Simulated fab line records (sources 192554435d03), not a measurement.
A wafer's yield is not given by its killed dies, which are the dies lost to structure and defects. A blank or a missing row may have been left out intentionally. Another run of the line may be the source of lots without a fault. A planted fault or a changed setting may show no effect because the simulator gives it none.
Split-lot trial | flow n5-finfet | on a route of 1938 steps: 7 lots, 39 wafers read

SPLIT DETAILS
At N5_FIN_CUT_CUT_ETCH_15 (etches Si in HBr/Cl2/O2, target depth 100 nm, bt time 10 s, time 42.4 s), the setting time-s was moved away from the recipe's 42.4 s on 15 of the 39 wafers read, by -42.3% to +55.5%. This setting was run at the recipe's value on the other wafers.

No step appears in the file between the split and the reading.

THE READING
SOC_of_FIN_CUT_COAT_18.thk-nm (the simulator's own value, which no gauge read), in nm, at N5_FIN_CUT_CUT_ETCH_28 (etches Si in HBr/Cl2/O2, target depth 6 nm, time 2.4 s). There is no usual value for it anywhere in the file. Across the 24 wafers here that went through the recipe, the average is 168.5 nm and the standard deviation 1.2 nm.

wafer  | tool, chamber at the split | time-s as run, s | against the recipe | SOC_of_FIN_CUT_COAT_18.thk-nm, nm | against lot-mates on the recipe
L077.1 | rie-si-01, 1               | 30.36            | -28.4%             | 178.4                             | +9.0
L077.2 | rie-si-01, 2               | 42.4             | recipe             | 169                               | -
L077.3 | rie-si-01, 3               | 42.4             | recipe             | 169.2                             | -
L077.4 | rie-si-01, 0               | 30.36            | -28.4%             | 180.4                             | +11.0
L077.5 | rie-si-01, 1               | 30.36            | -28.4%             | 180.4                             | +11.0
L077.6 | rie-si-01, 0               | 42.4             | recipe             | 170                               | -
L078.1 | rie-si-06, 1               | 42.4             | recipe             | 167.6                             | -
L078.2 | rie-si-06, 3               | 42.4             | recipe             | 168.2                             | -
L078.3 | rie-si-06, 2               | 42.4             | recipe             | 165                               | -
L080.1 | rie-si-02, 1               | 24.48            | -42.3%             | 183.8                             | +14.1
L080.2 | rie-si-02, 0               | 24.48            | -42.3%             | 184.4                             | +14.7
L080.5 | rie-si-02, 0               | 24.48            | -42.3%             | 184.4                             | +14.7
L080.3 | rie-si-02, 2               | 42.4             | recipe             | 170.2                             | -
L080.4 | rie-si-02, 3               | 42.4             | recipe             | 170                               | -
L080.6 | rie-si-02, 1               | 42.4             | recipe             | 168.8                             | -
L081.1 | rie-si-02, 0               | 42.4             | recipe             | 167.4                             | -
L081.2 | rie-si-02, 3               | 65.95            | +55.5%             | 147.6                             | -19.7
L081.3 | rie-si-02, 2               | 42.4             | recipe             | 167.2                             | -
L081.5 | rie-si-02, 3               | 42.4             | recipe             | 167.2                             | -
L081.4 | rie-si-02, 1               | 65.95            | +55.5%             | 146                               | -21.3
L081.6 | rie-si-02, 0               | 65.95            | +55.5%             | 145.2                             | -22.1
L085.1 | rie-si-02, 0               | 61.3             | +44.6%             | 152                               | -17.3
L085.2 | rie-si-02, 3               | 61.3             | +44.6%             | 153.6                             | -15.7
L085.3 | rie-si-02, 2               | 42.4             | recipe             | 169                               | -
L085.4 | rie-si-02, 1               | 42.4             | recipe             | 169                               | -
L085.5 | rie-si-02, 3               | 42.4             | recipe             | 170                               | -
L085.6 | rie-si-02, 0               | 61.3             | +44.6%             | 151                               | -18.3
L091.1 | rie-si-02, 3               | 26.76            | -36.9%             | 182.8                             | +15.2
L091.2 | rie-si-02, 2               | 26.76            | -36.9%             | 182.8                             | +15.2
L091.3 | rie-si-02, 0               | 26.76            | -36.9%             | 180.4                             | +12.8
L091.4 | rie-si-02, 1               | 42.4             | recipe             | 168                               | -
L091.5 | rie-si-02, 1               | 42.4             | recipe             | 167.8                             | -
L091.6 | rie-si-02, 0               | 42.4             | recipe             | 167                               | -
L092.1 | rie-si-02, 0               | 42.4             | recipe             | 168.6                             | -
L092.2 | rie-si-02, 2               | 42.4             | recipe             | 170                               | -
L092.3 | rie-si-02, 1               | 42.4             | recipe             | 167.6                             | -
L092.4 | rie-si-02, 3               | 42.4             | recipe             | 169.4                             | -
L092.5 | rie-si-02, 0               | 42.4             | recipe             | 168.2                             | -
L092.6 | rie-si-02, 3               | 42.4             | recipe             | 169.2                             | -

FIT RESULTS
A straight line over all 39 wafers: SOC_of_FIN_CUT_COAT_18.thk-nm changes by -0.381 nm for each +1% of time-s; r = -0.99; the points scatter about the line by 1.2 nm.
The same after taking each lot's own level away (the mean of its wafers on the recipe; 39 wafers): -0.373 nm for each +1%; r = -1.00; scatter 0.93 nm.
According to that fit, moving time-s by its largest amount changes the reading by 21 nm.
Measured against the standard deviation above, the lots' own levels, which go from 166.93 to 169.67 nm, span 2.2 times it.
The two slopes are in agreement: the lot-to-lot level therefore moves the slope only a little.
Check: with one of the wafers moved furthest among these (+55.5%) left out of the fit, the line predicts -21.1 nm for it against its lot-mates. It came out at -19.7 nm against them.

ADDITIONAL SPLITS CARRIED BY THESE WAFERS
Before the reading, these wafers also passed through other splits. Each is held against what the fit with the lots' levels taken away leaves over:
other split on the same wafers                 | wafers away from the commonest value | r with SOC_of_FIN_CUT_COAT_18.thk-nm (lot level and that fit taken away)
N5_PMOS_HMC_CHANNEL_EPI_HM_DEP_34 target-thk-a | 12                                   | -0.09

THE WHOLE CHAIN: every reading that the file lists as answering this split, in the file's order
step                   | what it does                                                            | reading                                                                        | change (the file's fit)               | r (the file's)
N5_FIN_CUT_CUT_ETCH_15 | etches Si in HBr/Cl2/O2, target depth 100 nm, bt time 10 s, time 42.4 s | etch.depth-nm (the simulator's own value, which no gauge read)                 | +1.01 nm for each +1% of the setting  | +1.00
N5_FIN_CUT_CUT_ETCH_15 | etches Si in HBr/Cl2/O2, target depth 100 nm, bt time 10 s, time 42.4 s | FIN_CUT.feature-depth-nm (the simulator's own value, which no gauge read)      | +1.01 nm for each +1% of the setting  | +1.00
N5_FIN_CUT_CUT_ETCH_15 | etches Si in HBr/Cl2/O2, target depth 100 nm, bt time 10 s, time 42.4 s | SOC_of_FIN_CUT_COAT_18.thk-nm (the simulator's own value, which no gauge read) | -0.375 nm for each +1% of the setting | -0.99
N5_FIN_CUT_CUT_ETCH_28 | etches Si in HBr/Cl2/O2, target depth 6 nm, time 2.4 s                  | SOC_of_FIN_CUT_COAT_18.thk-nm (the simulator's own value, which no gauge read) | -0.373 nm for each +1% of the setting | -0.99

THE FILE'S OWN FIT
SOC_of_FIN_CUT_COAT_18.thk-nm changes by -0.373 nm for each +1% of time-s, r = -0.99.
